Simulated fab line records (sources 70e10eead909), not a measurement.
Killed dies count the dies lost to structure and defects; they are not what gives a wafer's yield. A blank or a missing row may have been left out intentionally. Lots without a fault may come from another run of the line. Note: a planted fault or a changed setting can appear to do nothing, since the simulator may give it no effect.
A single fault, viewed from 2 desks + flow nand harc + each desk has only its own numbers; what lay behind them comes last

== AT THE METROLOGY DESK ==
Means of the sampled wafers that have a number, per lot and without regard to the tool the lot ran on: this is what the gauges read. A lot is out of limits, marked OUT, if its mean lies more than 4 standard deviations from the usual mean; the brackets give that distance.
Columns: A = thk nm at NHARC_A_BONDPAD_THK_MEAS_20, usual 169.5 nm
| lot  | first seen here | A     |
|------|-----------------|-------|
| L447 | day 18 12:13    | 170.6 |
| L446 | day 18 15:07    | 170.5 |
| L451 | day 19 02:20    | 169.6 |
| L452 | day 19 05:56    | 170.2 |
| L449 | day 19 15:53    | 170.8 |
| L450 | day 19 20:04    | 170.0 |
| L455 | day 20 08:41    | 168.7 |
| L456 | day 20 22:37    | 169.3 |
| L461 | day 22 17:37    | 170.3 |
| L463 | day 22 19:40    | 168.1 |
| L465 | day 22 21:20    | 169.4 |
| L469 | day 24 00:49    | 168.5 |
This desk's verdict: no lot among the 12 shows anything out of limits.

== THE TOOL OWNER'S DESK: pvd sputter-02 ==
The tool's own readings at NHARC_A_M0_PVD_20 (deposits TaN, target thk 5 nm, time 8.06 s): means of the sampled wafers that have a number, for each lot that ran on this tool. A lot is out of limits, marked OUT, if its mean lies more than 4 standard deviations from the usual mean; the brackets give that distance.
Columns: A = throttle valve pct at NHARC_A_M0_PVD_20, usual 30.0 %
| lot  | first seen here | A    |
|------|-----------------|------|
| L446 | day 18 04:58    | 30.2 |
| L450 | day 19 09:46    | 29.8 |
| L455 | day 19 22:32    | 30.5 |
| L461 | day 22 06:19    | 29.8 |
| L463 | day 22 09:24    | 30.3 |
This desk's verdict: no lot among the 5 shows anything out of limits.

== BROUGHT TOGETHER ==
Metrology desk: nothing out of limits seen.
The tool owner's desk saw nothing out of limits.

== WHAT WAS PUT IN BY THE SIMULATOR ==
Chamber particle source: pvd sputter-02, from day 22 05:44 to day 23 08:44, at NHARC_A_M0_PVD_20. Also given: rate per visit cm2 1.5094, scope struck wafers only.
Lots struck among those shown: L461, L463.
